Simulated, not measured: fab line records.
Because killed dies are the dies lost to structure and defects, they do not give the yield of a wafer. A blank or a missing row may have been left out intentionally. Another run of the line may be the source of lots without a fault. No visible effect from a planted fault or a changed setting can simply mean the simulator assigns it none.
What tool caused it? ; flow n5_finfet ; 33 wafers from 11 lots sampled at 4 of the route's 1938 steps

WHAT EACH GAUGE READ, for each wafer
N5_BEOL_M9_CD_MEAS_11 targets a cd of 64.1 nm.
lot;measured;on;cd_nm (nm)
L209;day 11 08:19;cd_sem-01;64.1 64.1 64.8
L210;day 12 19:17;cd_sem-03;63.5 64.3 64.1
L211;day 13 04:29;cd_sem-02;64.2 63.8 64.1
L215;day 14 05:10;cd_sem-01;63.8 64.0 63.4
L216;day 15 01:59;cd_sem-02;63.8 64.6 63.8
L222;day 16 04:37;cd_sem-03;63.9 64.6 64.6
L224;day 16 04:46;cd_sem-01;64.6 64.7 64.7
L227;day 16 04:56;cd_sem-01;64.1 64.0 64.4
L226;day 16 08:13;cd_sem-03;63.9 64.3 65.0
L225;day 17 05:07;cd_sem-02;64.1 63.1 63.5
L228;day 17 07:44;cd_sem-03;63.3 63.6 63.6

TOOL THAT RAN EACH LOT (tool first, then ch and the chambers of the sampled wafers, then the start)
lot;N5_BEOL_M8_SPUTTER_48;N5_BEOL_M8_ANNEAL_51;N5_BEOL_M9_PECVD_70
L209;pvd_sputter-03, day 11 04:20;rtp_anneal-02 ch 0, day 11 04:38;pecvd-03 ch 0,2, day 11 06:31
L210;pvd_sputter-03, day 12 14:01;rtp_anneal-02 ch 0, day 12 14:16;pecvd-04 ch 0,1,2, day 12 15:41
L211;pvd_sputter-03, day 13 00:53;rtp_anneal-01 ch 0, day 13 01:47;pecvd-04 ch 0,1,2, day 13 03:13
L215;pvd_sputter-02, day 14 02:56;rtp_anneal-02 ch 0, day 14 03:17;pecvd-02 ch 0,1,2, day 14 04:38
L216;pvd_sputter-01, day 14 18:49;rtp_anneal-01 ch 0, day 14 19:04;pecvd-03 ch 0,1, day 14 20:26
L222;pvd_sputter-02, day 15 23:09;rtp_anneal-02 ch 0, day 15 23:27;pecvd-03 ch 0,2, day 16 00:49
L224;pvd_sputter-02, day 15 23:21;rtp_anneal-01 ch 0, day 15 23:43;pecvd-03 ch 0,2, day 16 01:11
L227;pvd_sputter-01, day 15 23:33;rtp_anneal-02 ch 0, day 15 23:54;pecvd-04 ch 0,1,2, day 16 01:19
L226;pvd_sputter-02, day 16 05:34;rtp_anneal-01 ch 0, day 16 05:58;pecvd-02 ch 0,1,2, day 16 07:19
L225;pvd_sputter-03, day 17 01:19;rtp_anneal-02 ch 0, day 17 01:47;pecvd-04 ch 0,1,2, day 17 04:41
L228;pvd_sputter-01, day 17 03:38;rtp_anneal-02 ch 0, day 17 03:53;pecvd-02 ch 0,2, day 17 06:43
- N5_BEOL_M8_SPUTTER_48: material Cu, target thk 10 nm, time 1.667 s.
- N5_BEOL_M8_ANNEAL_51: time 90 s.
- N5_BEOL_M9_PECVD_70: deposits SiO2 from TEOS/O2, target thk 20 nm, time 22.7 s.

AS READ BY THE TOOLS THEMSELVES (means over the sampled wafers that have a number; for cases with no such wafer, the mark the record gives instead)
N5_BEOL_M8_SPUTTER_48.
lot;tool;throttle_valve_pct (%)
L209;pvd_sputter-03;30.1
L210;pvd_sputter-03;29.9
L211;pvd_sputter-03;30.1
L215;pvd_sputter-02;30.7
L216;pvd_sputter-01;31.2
L222;pvd_sputter-02;30.8
L224;pvd_sputter-02;30.1
L227;pvd_sputter-01;30.6
L226;pvd_sputter-02;30.7
L225;pvd_sputter-03;30.1
L228;pvd_sputter-01;30.6

N5_BEOL_M8_ANNEAL_51.
lot;tool;wafer_temp_C_max
L209;rtp_anneal-02;226.8
L210;rtp_anneal-02;226.4
L211;rtp_anneal-01;226.5
L215;rtp_anneal-02;226.5
L216;rtp_anneal-01;226.2
L222;rtp_anneal-02;226.7
L224;rtp_anneal-01;226.1
L227;rtp_anneal-02;226.7
L226;rtp_anneal-01;226.4
L225;rtp_anneal-02;227.0
L228;rtp_anneal-02;226.5

N5_BEOL_M9_PECVD_70.
lot;tool;heater_power_w (W);showerhead_plenum_p_Torr (Torr);susceptor_temp_C (C);throttle_valve_pct (%)
L209;pecvd-03;652;8.82;399.87;22.1
L210;pecvd-04;774;8.74;399.77;23.0
L211;pecvd-04;770;8.73;400.08;22.9
L215;pecvd-02;705;8.73;399.97;22.6
L216;pecvd-03;666;8.85;399.94;23.0
L222;pecvd-03;572;8.79;376.96;22.1
L224;pecvd-03;474;8.82;377.02;22.6
L227;pecvd-04;710;8.73;399.92;23.1
L226;pecvd-02;670;8.72;400.08;22.6
L225;pecvd-04;746;8.73;400.21;23.1
L228;pecvd-02;780;8.74;399.72;22.5

THE ANSWER, worked out from the rows above alone
Rule: usual is defined by the lots themselves. Put in order of their means at a reading, lots are off if they are a third of the lots or fewer, leave a main group of 4 or more, and stand apart from it by a gap of 3 or more times the standard deviation of the main group's means; of several such gaps the widest counts. Not used: any main group whose means are identical at the precision the tables above print for the reading. A lot without any number at a reading at which 4 lots or more have one is off too. Any other lot the step has rows for is counted as sound. The gauges are gone through in route order, then the tools' own readings, and for those a lot's mean is taken as printed above. The first step at which some lot is off is used, and at that step the reading that is off furthest; a lot without a number counts as furthest.
Off, at N5_BEOL_M9_PECVD_70 on susceptor_temp_C: L222, L224. Mean 399.95 C and standard deviation 0.15 in the main group.
A tool fits if, at that step or a process step before it, it ran every lot that is off, and no sound lot after the first of them. One fits: N5_BEOL_M9_PECVD_70 on pecvd-03. Its last sound lot is L216 (day 14 20:26), its first lot that is off L222 (day 16 00:49): a fault that began between those two fits.
On the lots that are off, the tool's own readings at N5_BEOL_M9_PECVD_70 differ by more than 5 times the standard deviation of the sound lots' means, which bears it out; susceptor_temp_C reads 376.99 C there versus 399.95 C on the sound lots.

WHAT THE SIMULATOR HAD PUT IN
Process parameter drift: pecvd-03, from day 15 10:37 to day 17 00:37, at N5_BEOL_M9_PECVD_70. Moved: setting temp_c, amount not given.
Shown lots that were struck: L222, L224. This agrees with what the rule above found.
